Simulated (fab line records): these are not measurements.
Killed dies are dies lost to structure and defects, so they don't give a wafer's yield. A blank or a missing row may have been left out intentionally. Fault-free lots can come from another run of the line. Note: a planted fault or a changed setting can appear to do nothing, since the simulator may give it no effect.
Chamber matching    flow n5Finfet    N5_BEOL_M8_VIA_ETCH_34 on rieDiel-03 has 4 sister chambers
The step etches SiCOH lowk in C4F6/O2, target depth 125.5 nm, time 50.5 s. 14 wafers are shown with their chamber, then 7 later ones without.

== EACH WAFER AND ITS CHAMBER ==
wafer   chamber  rfVppV (V)  showerheadPlenumPTorr (Torr)  throttleValvePct (%)
L076.2  1        690         2.90                          20.69
L076.3  0        678         2.97                          20.31
L076.5  1        689         2.90                          20.69
L078.2  3        659         2.83                          20.62
L078.5  0        676         2.97                          20.32
L078.6  3        658         2.83                          20.62
L084.2  0        677         2.96                          20.34
L084.4  1        689         2.89                          20.71
L084.6  1        688         2.89                          20.73
L088.2  2        659         2.89                          20.58
L088.4  1        688         2.89                          20.73
L088.5  1        690         2.89                          20.73
L094.1  0        676         2.95                          20.37
L094.5  3        658         2.82                          20.65

SIGNATURES (means of the wafers above)
reading                chamber 0  chamber 1  chamber 2  chamber 3  scatter within a chamber
rfVppV                 676.75     689.00     659.00     658.33     0.861
showerheadPlenumPTorr  2.9625     2.8933     2.8900     2.8267     0.00689
throttleValvePct       20.3350    20.7133    20.5800    20.6300    0.0215
Rule: for each reading, subtract the chamber's mean from the wafer's reading, divide by that reading's scatter and square the result; add these up over the readings and take the root, which gives the wafer's distance from the chamber. If the next closest chamber is less than 2 further off than the closest, the wafer can't be placed; otherwise it belongs to the closest. How the scatter is found: for the shown wafers, subtract from each reading the mean of its chamber, square and add these, divide the total by (wafers less chambers), then take the root.

== WAFERS MISSING THEIR CHAMBER ==
wafer   rfVppV (V)  showerheadPlenumPTorr (Torr)  throttleValvePct (%)
L094.6  659         2.88                          20.61
L096.1  688         2.88                          20.76
L096.2  658         2.81                          20.66
L096.4  659         2.88                          20.61
L095.2  687         2.88                          20.75
L095.3  675         2.95                          20.39
L095.4  656         2.81                          20.66

== WHICH CHAMBER EACH ONE RAN IN ==
wafer   from the rows above  in truth
L094.6  2                    2
L096.1  1                    1
L096.2  3                    3
L096.4  2                    2
L095.2  1                    1
L095.3  0                    0
L095.4  3                    3
Correctly placed: 7 of 7. From these rows, 0 cannot be placed. 0 placed wrongly.
